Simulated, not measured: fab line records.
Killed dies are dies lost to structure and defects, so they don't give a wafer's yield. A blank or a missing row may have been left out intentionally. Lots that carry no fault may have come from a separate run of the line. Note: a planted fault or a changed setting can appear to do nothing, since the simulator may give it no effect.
Which tool did it? || flow n5_finfet || 12 lots, 36 wafers sampled, at 6 steps of a route of 1938

## WHAT THE GAUGES READ, wafer by wafer
N5_BEOL_M6_OVL_MEAS_12.
{"lot": "L075", "measured": "day 9 08:13", "on": "overlay-02", "M6_OVL (nm)": "0.0 0.3 -1.4"}
{"lot": "L076", "measured": "day 9 20:26", "on": "overlay-02", "M6_OVL (nm)": "0.0 -1.0 -0.8"}
{"lot": "L079", "measured": "day 10 05:59", "on": "overlay-01", "M6_OVL (nm)": "-0.8 0.1 -0.8"}
{"lot": "L082", "measured": "day 11 04:33", "on": "overlay-02", "M6_OVL (nm)": "0.7 1.8 0.6"}
{"lot": "L083", "measured": "day 11 07:07", "on": "overlay-01", "M6_OVL (nm)": "-0.6 0.4 -0.2"}
{"lot": "L087", "measured": "day 12 07:59", "on": "overlay-02", "M6_OVL (nm)": "-0.7 -0.7 0.5"}
{"lot": "L088", "measured": "day 12 05:30", "on": "overlay-01", "M6_OVL (nm)": "0.7 0.6 0.5"}
{"lot": "L089", "measured": "day 12 19:00", "on": "overlay-01", "M6_OVL (nm)": "0.7 0.2 0.0"}
{"lot": "L090", "measured": "day 13 06:02", "on": "overlay-01", "M6_OVL (nm)": "0.4 0.9 0.1"}
{"lot": "L093", "measured": "day 13 15:52", "on": "overlay-01", "M6_OVL (nm)": "-1.0 -1.0 0.5"}
{"lot": "L095", "measured": "day 14 09:13", "on": "overlay-01", "M6_OVL (nm)": "-1.1 -0.1 0.0"}
{"lot": "L096", "measured": "day 15 09:03", "on": "overlay-02", "M6_OVL (nm)": "-0.2 -1.1 -0.6"}

## WHAT TOOL EACH LOT RAN ON (gives the tool, then ch and the chambers of the sampled wafers, and finally the start)
{"lot": "L075", "N5_BEOL_M5_SPUTTER_48": "pvd_sputter-03, day 9 00:05", "N5_BEOL_M5_SPUTTER_83": "pvd_sputter-03, day 9 02:16", "N5_BEOL_M5_ANNEAL_51": "rtp_anneal-02 ch 0, day 9 04:45", "N5_BEOL_M5_DEP_56": "pecvd-03 ch 0,1, day 9 05:27", "N5_BEOL_M6_CURE_74": "uv_cure-03 ch 0, day 9 05:48"}
{"lot": "L076", "N5_BEOL_M5_SPUTTER_48": "pvd_sputter-01, day 9 12:16", "N5_BEOL_M5_SPUTTER_83": "pvd_sputter-01, day 9 14:26", "N5_BEOL_M5_ANNEAL_51": "rtp_anneal-01 ch 0, day 9 16:49", "N5_BEOL_M5_DEP_56": "pecvd-01 ch 0,1, day 9 17:40", "N5_BEOL_M6_CURE_74": "uv_cure-02 ch 2, day 9 17:53"}
{"lot": "L079", "N5_BEOL_M5_SPUTTER_48": "pvd_sputter-01, day 9 21:17", "N5_BEOL_M5_SPUTTER_83": "pvd_sputter-01, day 9 23:28", "N5_BEOL_M5_ANNEAL_51": "rtp_anneal-02 ch 0, day 10 01:55", "N5_BEOL_M5_DEP_56": "pecvd-04 ch 0,1, day 10 03:18", "N5_BEOL_M6_CURE_74": "uv_cure-03 ch 2, day 10 03:39"}
{"lot": "L082", "N5_BEOL_M5_SPUTTER_48": "pvd_sputter-01, day 10 17:45", "N5_BEOL_M5_SPUTTER_83": "pvd_sputter-01, day 10 19:55", "N5_BEOL_M5_ANNEAL_51": "rtp_anneal-01 ch 0, day 10 22:21", "N5_BEOL_M5_DEP_56": "pecvd-01 ch 0,2, day 10 23:06", "N5_BEOL_M6_CURE_74": "uv_cure-01 ch 1, day 10 23:28"}
{"lot": "L083", "N5_BEOL_M5_SPUTTER_48": "pvd_sputter-02, day 10 23:23", "N5_BEOL_M5_SPUTTER_83": "pvd_sputter-02, day 11 01:34", "N5_BEOL_M5_ANNEAL_51": "rtp_anneal-02 ch 0, day 11 04:06", "N5_BEOL_M5_DEP_56": "pecvd-04 ch 0,1,2, day 11 05:23", "N5_BEOL_M6_CURE_74": "uv_cure-02 ch 0, day 11 05:39"}
{"lot": "L087", "N5_BEOL_M5_SPUTTER_48": "pvd_sputter-01, day 11 20:02", "N5_BEOL_M5_SPUTTER_83": "pvd_sputter-01, day 11 22:12", "N5_BEOL_M5_ANNEAL_51": "rtp_anneal-01 ch 0, day 12 04:46", "N5_BEOL_M5_DEP_56": "pecvd-01 ch 0,1, day 12 05:31", "N5_BEOL_M6_CURE_74": "uv_cure-01 ch 0, day 12 05:47"}
{"lot": "L088", "N5_BEOL_M5_SPUTTER_48": "pvd_sputter-02, day 11 21:47", "N5_BEOL_M5_SPUTTER_83": "pvd_sputter-02, day 11 23:58", "N5_BEOL_M5_ANNEAL_51": "rtp_anneal-01 ch 0, day 12 02:23", "N5_BEOL_M5_DEP_56": "pecvd-01 ch 0,2, day 12 03:10", "N5_BEOL_M6_CURE_74": "uv_cure-03 ch 2, day 12 03:28"}
{"lot": "L089", "N5_BEOL_M5_SPUTTER_48": "pvd_sputter-03, day 12 10:44", "N5_BEOL_M5_SPUTTER_83": "pvd_sputter-03, day 12 12:54", "N5_BEOL_M5_ANNEAL_51": "rtp_anneal-01 ch 0, day 12 15:19", "N5_BEOL_M5_DEP_56": "pecvd-01 ch 0,1,2, day 12 16:07", "N5_BEOL_M6_CURE_74": "uv_cure-01 ch 1, day 12 16:24"}
{"lot": "L090", "N5_BEOL_M5_SPUTTER_48": "pvd_sputter-01, day 12 22:15", "N5_BEOL_M5_SPUTTER_83": "pvd_sputter-01, day 13 00:25", "N5_BEOL_M5_ANNEAL_51": "rtp_anneal-01 ch 0, day 13 03:02", "N5_BEOL_M5_DEP_56": "pecvd-04 ch 0,2, day 13 03:49", "N5_BEOL_M6_CURE_74": "uv_cure-01 ch 1, day 13 04:01"}
{"lot": "L093", "N5_BEOL_M5_SPUTTER_48": "pvd_sputter-01, day 13 08:34", "N5_BEOL_M5_SPUTTER_83": "pvd_sputter-01, day 13 10:45", "N5_BEOL_M5_ANNEAL_51": "rtp_anneal-02 ch 0, day 13 13:13", "N5_BEOL_M5_DEP_56": "pecvd-04 ch 1,2, day 13 13:55", "N5_BEOL_M6_CURE_74": "uv_cure-01 ch 1, day 13 14:17"}
{"lot": "L095", "N5_BEOL_M5_SPUTTER_48": "pvd_sputter-01, day 14 00:01", "N5_BEOL_M5_SPUTTER_83": "pvd_sputter-01, day 14 02:11", "N5_BEOL_M5_ANNEAL_51": "rtp_anneal-01 ch 0, day 14 04:34", "N5_BEOL_M5_DEP_56": "pecvd-01 ch 1,2, day 14 05:23", "N5_BEOL_M6_CURE_74": "uv_cure-03 ch 2, day 14 05:35"}
{"lot": "L096", "N5_BEOL_M5_SPUTTER_48": "pvd_sputter-01, day 15 01:40", "N5_BEOL_M5_SPUTTER_83": "pvd_sputter-01, day 15 03:50", "N5_BEOL_M5_ANNEAL_51": "rtp_anneal-01 ch 0, day 15 06:13", "N5_BEOL_M5_DEP_56": "pecvd-04 ch 0,1,2, day 15 07:04", "N5_BEOL_M6_CURE_74": "uv_cure-03 ch 2, day 15 07:15"}
- N5_BEOL_M5_SPUTTER_48: material Cu, target thk 15 nm, time 27.62 s.
- N5_BEOL_M5_SPUTTER_83: material Cu, target thk 15 nm, time 27.62 s.
- N5_BEOL_M5_ANNEAL_51: time 90 s.
- N5_BEOL_M5_DEP_56: deposits SiCN from 3MS/NH3, target thk 8 nm, time 14 s.
- N5_BEOL_M6_CURE_74: cures SiCOH lowk, time 240 s.

## THE ANSWER, worked out from the rows above alone
Rule: usual is defined by the lots themselves. The widest of any qualifying gaps counts: lots, ordered by their means at a reading, are off when they make up no more than a third of the lots, leave a main group of 4 or more, and stand apart from it by 3 or more times the standard deviation of that group's means. If all means in a main group match to the digits the tables above print for the reading, that group is not used. A lot without any number at a reading at which 4 lots or more have one is off too. The other lots that the step has rows for count as sound.
Nothing can be told from this: no lot is off at any reading shown.

## WHAT THE SIMULATOR PUT IN
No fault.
